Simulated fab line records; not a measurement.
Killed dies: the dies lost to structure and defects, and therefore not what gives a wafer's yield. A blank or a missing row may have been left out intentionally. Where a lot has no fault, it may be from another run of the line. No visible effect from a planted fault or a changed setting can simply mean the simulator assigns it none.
fab line records	flow nand_harc
record: lots: 12	wafers: 36	last_day: 34
route steps=1302 shown A_STAIRCASE@818 END@1302
lots with no fault: from the same line, run without faults
start_h: hours from the record's opening day to when the first of the lot's shown wafers began	wait_h: hours since the lot's step before	" identical to the entry in the row above	L1.1+2: a single row standing in for several wafers	- value missing, or start not given	* or withheld: withheld	< > ~ a bound
route shown NAME@n: a module of which the file shows steps, and the number in the route of the first	usual: average and standard deviation across the fault-free wafers	same: alike in all rows	chamber/n: place in a boat	sites: readings site by site	_std_site: the standard deviation of these	_edge_site: mean of outer sites minus mean of inner sites	radius_mm: how far each site lies from the wafer's centre	mask NAME#n: copy n	behind: the most recent tool/chamber to have shaped the wafer	hold: cause of the lot's hold/its duration in hours/its outcome	device: names the non-switching transistor (n, p or np)	end of line: the same wafers' tests at the end of the route	a step with no rows: only its recipe	killed: at the first sort, the dies lost to defects and structure; wafer yield is something else	map: a wafer's dies, marking killed ones x, the rest . and places with no die _
set.NAME: setting as actually run; set.NAME@STEP: the setting as run at that earlier step	model.NAME: the simulator's own value behind a step, which no gauge read
the route's steps for a sample of lots (tables are steps, rows are wafers)
services: the hour from which a tool's chamber was out of use, counted from the record's first day as start_h (under 0 if before that day), plus the number of hours and why
== steps ==
step: NHARC_A_STAIRCASE_HM_DEP_462
recipe: target_thk_a: 8000	temp_c: 400	material: aC
usual: throttle_valve_pct: 35.000/0.0088
lot.wafer	tool	chamber	start_h	wait_h	throttle_valve_pct
L780.4	acl_dep-03	0	394.42	1.0	34.994
L780.5	"	0	"	"	34.999
L780.6	"	0	"	"	35.008
L782.1	acl_dep-01	0	419.82	0.1	35.005
L782.3	"	0	"	"	35.002
L782.5	"	0	"	"	35.007
L784.2	acl_dep-01	0	427.50	0.4	35.005
L784.4	"	0	"	"	34.984
L784.6	"	0	"	"	35.006
L783.3	acl_dep-03	0	430.22	0.7	35.008
L783.5	"	0	"	"	34.991
L783.6	"	0	"	"	35.005
L786.1	acl_dep-02	0	460.96	2.4	34.988
L786.2	"	0	"	"	35.002
L786.4	"	0	"	"	34.993
L785.4	acl_dep-01	0	461.39	4.5	35.001
L785.5	"	0	"	"	34.996
L785.6	"	0	"	"	35.012
L793.2	acl_dep-01	0	535.47	0.7	34.997
L793.5	"	0	"	"	34.985
L793.6	"	0	"	"	35.012
L794.1	acl_dep-02	0	539.06	2.9	35.008
L794.2	"	0	"	"	35.000
L794.4	"	0	"	"	35.002
L796.1	acl_dep-03	0	541.96	0.1	35.004
L796.2	"	0	"	"	35.008
L796.4	"	0	"	"	35.009
L795.3	acl_dep-03	0	545.56	0.7	35.016
L795.5	"	0	"	"	35.003
L795.6	"	0	"	"	34.995
L797.1	acl_dep-01	0	565.22	0.8	34.992
L797.2	"	0	"	"	34.995
L797.3	"	0	"	"	35.005
L800.1	acl_dep-01	0	610.51	1.0	34.993
L800.2	"	0	"	"	34.993
L800.6	"	0	612.03	2.5	35.007
step: NHARC_A_STAIRCASE_HM_OPEN_463
recipe: o2_flow_sccm: 400	cos_flow_sccm: 20	ar_flow_sccm: 0	rf_w: 500	bias_w: 300	chemistry: O2/COS
usual: drypump_motor_current_A: 5.8/0.44	o2_flow_sccm: 400.0/1.2	oes_product_au: 1.003/0.011	rf_vpp_V: 467/3.2	showerhead_plenum_p_Torr: 3.10/0.15	throttle_valve_pct: 28.331/0.0091
lot.wafer	tool	chamber	start_h	wait_h	drypump_motor_current_A	o2_flow_sccm	oes_product_au	rf_hours_counter_h	rf_vpp_V	showerhead_plenum_p_Torr	throttle_valve_pct
L780.6	rie_diel-10	2	-	-	5.6	400.0	1.000	-	463	2.94	28.324
L780.5	"	3	"	"	5.5	399.2	0.988	-	465	2.98	28.313
L780.4	"	0	"	"	5.5	401.3	1.004	-	465	3.01	28.326
L782.1	rie_diel-07	1	-	-	5.3	399.3	0.992	27	469	3.21	28.339
L782.3	"	2	"	"	6.1	399.8	0.986	35	472	3.35	28.316
L782.5	"	1	"	"	5.3	399.2	0.993	-	468	3.21	28.334
L784.4	rie_diel-08	1	-	-	6.6	399.4	1.012	13	465	3.06	28.337
L784.2	"	2	"	"	6.5	400.8	1.008	14	470	3.24	28.338
L784.6	"	0	"	"	6.0	398.7	1.008	-	472	3.31	28.325
L783.3	rie_diel-10	0	-	-	5.5	403.6	1.024	1	465	3.00	28.328
L783.6	"	1	"	"	5.3	401.7	0.983	-	467	3.15	28.348
L783.5	"	2	"	"	5.6	400.9	1.013	-	463	2.94	28.342
L785.4	rie_diel-08	3	-	-	5.7	399.7	0.998	26	464	3.00	28.332
L785.6	"	2	"	"	6.5	398.3	1.010	-	469	3.24	28.326
L785.5	"	3	"	"	5.7	400.5	1.001	-	466	3.00	28.331
L786.1	rie_diel-10	2	-	-	5.5	401.1	1.016	10	464	2.93	28.326
L786.4	"	3	"	"	5.5	399.5	1.002	8	465	2.97	28.334
L786.2	"	0	"	"	5.5	398.6	1.008	13	464	3.00	28.341
L793.2	rie_diel-10	0	-	-	5.5	400.3	1.016	33	464	2.99	28.323
L793.6	"	0	"	"	5.5	400.2	1.007	-	462	2.99	28.326
L793.5	"	1	"	"	5.3	399.0	1.006	-	467	3.14	28.314
L794.2	rie_diel-08	0	-	-	6.0	398.0	0.995	50	471	3.29	28.334
L794.4	"	1	"	"	6.6	401.3	1.023	52	466	3.05	28.337
L794.1	"	2	"	"	6.5	399.6	1.011	56	470	3.22	28.344
L796.4	rie_diel-08	3	-	-	5.7	400.2	1.004	55	463	2.98	28.332
L796.2	"	0	"	"	6.0	401.0	1.002	51	471	3.29	28.330
L796.1	"	1	"	"	6.6	400.2	1.018	53	465	3.04	28.332
L795.3	rie_diel-07	0	-	-	5.9	402.3	1.005	21	464	2.91	28.327
L795.5	"	1	"	"	5.3	400.9	0.985	-	468	3.19	28.325
L795.6	"	2	"	"	6.1	400.8	0.995	-	471	3.33	28.322
L797.2	rie_diel-10	1	-	-	5.3	400.6	0.991	53	467	3.13	28.344
L797.3	"	2	"	"	5.6	399.7	1.011	51	464	2.91	28.338
L797.1	"	3	"	"	5.5	400.1	1.015	42	463	2.95	28.332
L800.2	rie_diel-10	2	-	-	5.6	398.2	1.003	4	473	3.37	28.330
L800.1	"	0	"	"	5.5	399.2	1.023	2	464	2.97	28.338
L800.6	"	1	"	"	5.3	400.1	0.982	-	466	3.12	28.325
step: NHARC_A_STAIRCASE_STRIP_316
recipe: o2_flow_sccm: 500	ar_flow_sccm: 0	bias_w: 0	chemistry: O2
usual: drypump_motor_current_A: 5.8/0.44	o2_flow_sccm: 500.1/1.5	oes_product_au: 1.003/0.011	rf_vpp_V: 57.7/0.94	showerhead_plenum_p_Torr: 3.49/0.16	throttle_valve_pct: 17.035/0.0099
lot.wafer	tool	chamber	start_h	wait_h	drypump_motor_current_A	o2_flow_sccm	oes_product_au	rf_hours_counter_h	rf_vpp_V	showerhead_plenum_p_Torr	throttle_valve_pct
L780.5	rie_diel-10	2	-	-	5.6	501.5	1.016	-	56.7	3.33	17.015
L780.4	"	3	"	"	5.5	500.3	1.001	-	56.8	3.37	17.025
L780.6	"	0	"	"	5.5	499.8	1.014	-	57.0	3.40	17.037
L782.3	rie_diel-07	0	-	-	6.0	500.6	0.986	32	58.4	3.31	17.020
L782.1	"	2	"	"	6.2	501.7	0.990	35	59.1	3.79	17.021
L782.5	"	0	"	"	6.0	501.8	0.990	-	56.5	3.31	17.031
L784.2	rie_diel-08	1	-	-	6.6	498.0	1.022	13	57.8	3.46	17.021
L784.4	"	2	"	"	6.5	502.4	1.012	15	57.9	3.66	17.026
L784.6	"	0	"	"	6.0	498.3	1.010	-	57.1	3.74	17.028
L783.3	rie_diel-10	1	-	-	5.4	501.0	1.001	2	57.3	3.56	17.057
L783.5	"	0	"	"	5.5	495.1	1.032	-	57.1	3.39	17.038
L783.6	"	1	"	"	5.3	499.9	0.996	-	58.3	3.56	17.025
L785.4	rie_diel-08	2	-	-	6.5	498.0	1.013	26	58.7	3.66	17.034
L785.6	"	1	"	"	6.6	500.0	1.029	-	57.8	3.46	17.038
L785.5	"	2	"	"	6.5	497.6	1.019	-	57.9	3.66	17.028
L786.2	rie_diel-10	3	-	-	5.5	499.2	0.998	9	59.1	3.36	17.048
L786.4	"	0	"	"	5.5	498.8	1.004	13	56.4	3.39	17.026
L786.1	"	1	"	"	5.3	499.1	0.997	12	58.1	3.56	17.045
L793.2	rie_diel-10	3	-	-	5.5	497.6	1.016	30	56.4	3.35	17.036
L793.5	"	0	"	"	5.5	500.4	1.014	-	57.2	3.38	17.032
L793.6	"	1	"	"	5.3	502.0	0.992	-	57.7	3.54	17.030
L794.1	rie_diel-08	0	-	-	5.9	500.7	0.987	50	57.7	3.72	17.025
L794.2	"	1	"	"	6.6	500.3	1.026	53	56.5	3.44	17.027
L794.4	"	3	"	"	5.7	500.3	0.996	54	57.4	3.37	17.032
L796.1	rie_diel-08	0	-	-	5.9	502.5	0.993	51	57.9	3.72	17.037
L796.4	"	1	"	"	6.6	501.6	1.021	54	58.3	3.44	17.022
L796.2	"	2	"	"	6.6	500.2	1.013	57	58.7	3.64	17.047
L795.3	rie_diel-07	2	-	-	6.2	499.3	1.004	21	56.3	3.76	17.039
L795.5	"	3	"	"	5.4	499.5	0.988	-	58.4	3.36	17.041
L795.6	"	0	"	"	6.0	500.1	1.006	-	58.5	3.29	17.048
L797.1	rie_diel-10	0	-	-	5.5	501.8	1.008	52	57.3	3.37	17.043
L797.3	"	1	"	"	5.3	499.6	0.993	54	57.0	3.53	17.013
L797.2	"	2	"	"	5.5	500.0	1.013	51	57.8	3.30	17.026
L800.2	rie_diel-10	1	-	-	5.3	500.7	0.967	5	58.5	3.53	17.023
L800.1	"	2	"	"	5.6	500.7	1.009	5	58.5	3.81	17.019
L800.6	"	0	"	"	5.5	499.8	1.012	-	58.4	3.36	17.033
step: NHARC_A_STAIRCASE_DEP_325
recipe: target_thk_a: 72000	temp_c: 400	target_thk_nm: 7200	teos_flow_sccm: 200	rf_w: 500	material: SiO2
usual: heater_power_w: 626/67	mfc_precursor_sccm: 200.0/0.55
lot.wafer	tool	chamber	start_h	wait_h	heater_power_w	mfc_precursor_sccm
L780.6	pecvd-03	0	430.60	0.3	576	199.6
L780.4	"	1	"	"	526	199.7
L780.5	"	2	"	"	562	200.4
L784.2	pecvd-02	1	462.86	0.2	704	199.9
L784.6	"	1	"	"	552	199.9
L784.4	"	2	"	"	596	199.6
L782.3	pecvd-03	1	462.89	0.2	638	199.7
L782.1	"	2	"	"	713	201.3
L782.5	"	2	"	"	563	200.0
L783.3	pecvd-02	1	467.13	0.3	624	201.0
L783.5	"	0	"	"	632	199.9
L783.6	"	1	"	"	567	201.2
L786.2	pecvd-03	0	500.30	0.1	707	199.4
L786.1	"	1	"	"	616	199.3
L786.4	"	0	"	"	583	199.9
L785.4	pecvd-04	0	500.60	0.4	584	199.4
L785.5	"	1	"	"	635	201.1
L785.6	"	2	"	"	538	199.6
L794.1	pecvd-04	2	569.19	0.1	569	272.1
L794.2	"	1	"	"	728	272.3
L794.4	"	1	"	"	634	272.3
L796.1	pecvd-03	0	569.57	0.5	621	199.9
L796.2	"	2	"	"	607	200.9
L796.4	"	2	"	"	568	200.6
L793.2	pecvd-04	2	569.86	0.7	633	271.7
L793.6	"	1	"	"	638	272.5
L793.5	"	2	"	"	527	272.0
L795.3	pecvd-02	2	579.47	0.1	676	201.3
L795.6	"	2	"	"	599	200.1
L795.5	"	1	"	"	545	199.4
L797.2	pecvd-03	1	600.08	0.1	674	200.5
L797.1	"	0	"	"	682	200.4
L797.3	"	1	"	"	535	199.5
L800.1	pecvd-04	0	646.28	0.3	727	200.0
L800.2	"	1	"	"	675	200.2
L800.6	"	0	"	"	574	199.6
step: NHARC_END_SORT_01
recipe: temp_c: 25
usual: killed_at_array: 57/17	killed_at_other: 0.5/0.82	killed_at_periphery: 4.0/2.8	killed_dies: 61/18	killed_open: 2.9/2	killed_short: 2.3/1.7
same: gross_dies: 677
lot.wafer	tool	chamber	start_h	wait_h	killed_at_array	killed_at_other	killed_at_periphery	killed_dies	killed_open	killed_short
L794.1	prober-01	0	710.12	2.5	43	0	2	45	5	5
L794.2	prober-01	0	710.93	2.8	45	0	3	48	2	4
L794.4	prober-01	0	712.56	3.4	60	1	3	64	5	4
killed by level:class
L794.1 A_CHANNEL_HOLE_D2:chamber_film_flake=19 A_CHANNEL_HOLE_D1:chamber_film_flake=7 A_DECK1_JOINT:geometric_particle:short=2 A_CHANNEL_FILL_D1:chamber_film_flake=2 A_SLIT:chamber_film_flake=2 A_SOURCE_PLATE:geometric_particle:short=1 A_CHANNEL_HOLE_D1:geometric_particle:open=1 A_ONON_D2:geometric_particle:open=1
L794.2 A_CHANNEL_HOLE_D2:chamber_film_flake=26 A_CHANNEL_HOLE_D1:chamber_film_flake=5 A_SLIT:chamber_film_flake=4 P_STI:chamber_film_flake=3 A_WL_FILL:geometric_particle:open=2 A_CHANNEL_FILL_D1:chamber_film_flake=2 A_ONON_D1:geometric_particle:short=1 A_CHANNEL_FILL_D1:geometric_particle:short=1
L794.4 A_CHANNEL_HOLE_D2:chamber_film_flake=24 A_CHANNEL_HOLE_D1:chamber_film_flake=13 A_SLIT:chamber_film_flake=6 A_CHANNEL_FILL_D1:chamber_film_flake=4 A_STAIRCASE:chamber_film_flake=3 A_CONTACT:chamber_film_flake=3 P_CONTACT:geometric_particle:open=2 A_WL_FILL:geometric_particle:short=2
== services ==
tool	chamber	start_h	hours	kind
rie_diel-10	1	394.34	6.8	repair
pecvd-02	-	408.21	13.0	pm
rie_diel-10	3	419.27	15.5	repair
rie_diel-10	-	420.36	9.0	pm
rie_diel-10	1	436.12	3.5	repair
pecvd-03	2	436.46	8.3	repair
pecvd-04	-	450.00	13.0	pm
rie_diel-07	-	473.60	9.0	pm
acl_dep-03	-	482.58	13.0	pm
pecvd-02	1	544.54	8.6	repair
rie_diel-08	-	546.81	9.0	pm
pecvd-03	-	547.12	13.0	pm
acl_dep-01	-	549.54	13.0	pm
pecvd-02	-	569.04	1.0	repair
rie_diel-08	1	569.81	4.9	repair
rie_diel-08	2	575.61	5.2	repair
rie_diel-08	3	575.88	4.1	repair
pecvd-04	2	577.50	6.2	repair
pecvd-03	2	588.59	15.7	repair
rie_diel-10	-	597.36	9.0	pm
rie_diel-07	3	603.48	1.4	repair
rie_diel-07	-	605.21	2.0	repair
rie_diel-10	0	621.08	12.0	repair
pecvd-04	-	631.00	13.0	pm
== key ==
first_sign: step: NHARC_A_STAIRCASE_DEP_325	reading: mfc_precursor_sccm	direction: up	sigmas: 99+	usual: 200.0	struck: 272.1
effect none on later readings
met_at NHARC_A_STAIRCASE_DEP_325
struck_lots L793,L794
tester_left_out L793,L794
not_acting_at NHARC_A_STAIRCASE_HM_DEP_462,NHARC_A_STAIRCASE_HM_OPEN_463,NHARC_A_STAIRCASE_STRIP_316
onset_between 500.60 569.19
fault: kind: process_parameter_drift	tool: pecvd-04	chamber: -	onset_h: 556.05	steps: NHARC_A_STAIRCASE_DEP_325	channel: teos_flow_sccm	offset: *	shape: step	end_h: 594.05	acts_in: *	stated: *
tester_left_out: of these lots the tester's yield and bins aren't shown, on N5 and GAA mostly nor the transistor test; their killed dies are dies lost to structure and defects alone, not to doping, threshold or leakage, so they don't give the yield
